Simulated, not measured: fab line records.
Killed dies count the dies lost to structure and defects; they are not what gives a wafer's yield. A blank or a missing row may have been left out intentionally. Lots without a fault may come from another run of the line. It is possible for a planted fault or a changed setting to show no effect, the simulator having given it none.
A lot that was struck, set against a sound lot || flow nand harc || 39 out of 1302 route steps
Sound: these wafers, L677.2, L677.3, L677.6. Struck: wafer L684.2 (L684.1, L684.5, from the same lot, were not struck and are left out); the cause is given at the end.
Each step with rows lists, per side, the tool, then ch with its chambers, then its first start. Under that, the readings that differ: sound wafers || struck wafers || difference of the means || sigmas: that difference in standard deviations of wafers without a fault.
alike: same words and numbers on both sides, and readings whose means sit less than 2 such deviations apart. not compared: any withheld reading, any reading some wafer has no value for, any bound like >300 that may hide the same value, and any number with overlapping values for which the record gives no deviation.
The two part at a step that has a row with sigmas, a row that says differs or no value, or rows on one side only. When numbers do not overlap yet have no deviation, they are printed without sigmas and do not part them. A reading that every wafer of one side lacks parts them only if that side has two wafers or more.

first, 4 steps without rows for these wafers: NHARC_A_CHANNEL_FILL_D2_ALD_16 (deposits SiO2, target thk 1.5 nm, pulse time 10 s, ald cycles 15); NHARC_A_CHANNEL_FILL_D2_ANNEAL_17 (time 1800 s); NHARC_A_CHANNEL_FILL_D2_CVD_18 (deposits poly-Si, target thk 3 nm); NHARC_A_CHANNEL_FILL_D2_ETCHBACK_19 (etches the open film in HBr/Cl2, target depth 5 nm, time 1.7 s).
NHARC_A_CHANNEL_FILL_D2_ETCHBACK_20: etches the open film in C4F8/O2/Ar, target depth 27 nm, time 13.5 s.
  sound on rie diel-07 ch 1,2, day 15 13:24; struck on rie diel-06 ch 1, day 18 04:07
  alike: bias w, oes product au, rf vpp V
  not compared: rf hours counter h
NHARC_A_CHANNEL_FILL_D2_STRIP_28: strips in O2, time 20 s.
  sound on rie diel-07 ch 0,1,2, day 15 13:31; struck on rie diel-06 ch 0, day 18 04:13
{"reading": "oes product au (a.u.)", "sound": "1.009 1.013 1.015", "struck": 0.994, "difference": -0.018, "sigmas": -2}
  alike: drypump motor current A, rf vpp V, showerhead plenum p Torr, throttle valve pct
  not compared: rf hours counter h
then, 4 steps without rows for these wafers: NHARC_A_CHANNEL_FILL_D2_PRECLEAN_21 (cleans in dHF, time 30 s); NHARC_A_CHANNEL_FILL_D2_SRD_23; NHARC_A_CHANNEL_FILL_D2_CVD_05 (deposits poly-Si, target thk 5 nm); NHARC_A_CHANNEL_FILL_D2_ANNEAL_22 (time 7200 s).
NHARC_A_CHANNEL_FILL_D2_THK_MEAS_06: measures by ellipsometry.
  sound: film metro-01 at day 16 01:55; struck: film metro-02 at day 18 15:25
  alike: thk nm
then, 1 step without rows for these wafers: NHARC_A_CHANNEL_FILL_D2_ALD_25 (deposits SiOx, target thk 60 nm, pulse time 10 s, ald cycles 600).
NHARC_A_CHANNEL_FILL_D2_ETCHBACK_08: etches the open film in C4F8, target depth 220 nm, time 110 s.
  sound on rie diel-07 ch 0,1, day 16 07:29; struck on rie diel-06 ch 0, day 18 21:02
  alike: oes product au, rf vpp V
  not compared: rf hours counter h
NHARC_A_CHANNEL_FILL_D2_STRIP_29: strips in O2, time 20 s.
  sound on rie diel-07 ch 0,3, day 16 07:40; struck on rie diel-06 ch 1
  alike: drypump motor current A, oes product au, rf vpp V, showerhead plenum p Torr, throttle valve pct
  not compared: rf hours counter h
then, 3 steps without rows for these wafers: NHARC_A_CHANNEL_FILL_D2_PRECLEAN_30 (cleans in dHF, time 30 s); NHARC_A_CHANNEL_FILL_D2_SRD_31; NHARC_A_CHANNEL_FILL_D2_CVD_09 (deposits poly-Si, target thk 150 nm, time 3000 s).
NHARC_A_CHANNEL_FILL_D2_CMP_10: polishes, target thk 150 nm.
  sound on cmp-04 ch 0,1,3, day 16 13:16; struck on cmp-04 ch 0, day 19 02:47
  alike: motor current A, time to endpoint s
then, 15 steps without rows for these wafers: NHARC_A_CHANNEL_FILL_D2_SRD_12; NHARC_A_CHANNEL_FILL_D2_RTA_24 (time 5 s); NHARC_A_STAIRCASE_DEP_156 (deposits SiNx, target thk 50 nm); NHARC_A_STAIRCASE_DEHYDRATE_158 (time 120 s); NHARC_A_STAIRCASE_HMDS_159 (time 30 s); NHARC_A_STAIRCASE_COAT_160; NHARC_A_STAIRCASE_SOFTBAKE_161 (time 170 s); NHARC_A_STAIRCASE_EBR_162; NHARC_A_STAIRCASE_EXPOSE_163 (exposes mask STAIR OPEN); NHARC_A_STAIRCASE_PEB_164 (peb time 130 s); NHARC_A_STAIRCASE_DEVELOP_165 (time 140 s); NHARC_A_STAIRCASE_HARDBAKE_167 (time 140 s); NHARC_A_STAIRCASE_DESCUM_168 (chemistry O2, time 3 s); NHARC_A_STAIRCASE_ETCH_169 (etches the open film in CH3F/O2, target depth 50 nm, time 107.1 s); NHARC_A_STAIRCASE_ETCH_170 (etches the open film in C4F6/O2, target depth 200 nm, time 66.667 s).
NHARC_A_STAIRCASE_STRIP_171: strips in O2.
  sound on plasma asher-01 ch 0,1, day 16 15:13; struck on plasma asher-01 ch 1, day 19 04:37
  alike: drypump motor current A, heater power w
  not compared: rf hours counter h
then, 4 steps without rows for these wafers: NHARC_A_STAIRCASE_STRIP_172 (strips in SPM, time 900 s); NHARC_A_STAIRCASE_PRECLEAN_173 (cleans in SC1); NHARC_A_STAIRCASE_SRD_174; NHARC_A_STAIRCASE_DEHYDRATE_01 (time 120 s).
-- record jumps: 9 days between struck wafers' starts before vs after; left off in module A_STAIRCASE, resumes in module END, first step shown is number 1302 of the route --
NHARC_END_SORT_01:
  at this point the record logs the struck wafers (prober-02 ch 0, day 28 00:02) and has no rows for the sound ones

## WHERE THEY PART
At NHARC_A_CHANNEL_FILL_D2_STRIP_28 first; at NHARC_END_SORT_01 last (within this record only).

WHY: whatever the simulator had introduced
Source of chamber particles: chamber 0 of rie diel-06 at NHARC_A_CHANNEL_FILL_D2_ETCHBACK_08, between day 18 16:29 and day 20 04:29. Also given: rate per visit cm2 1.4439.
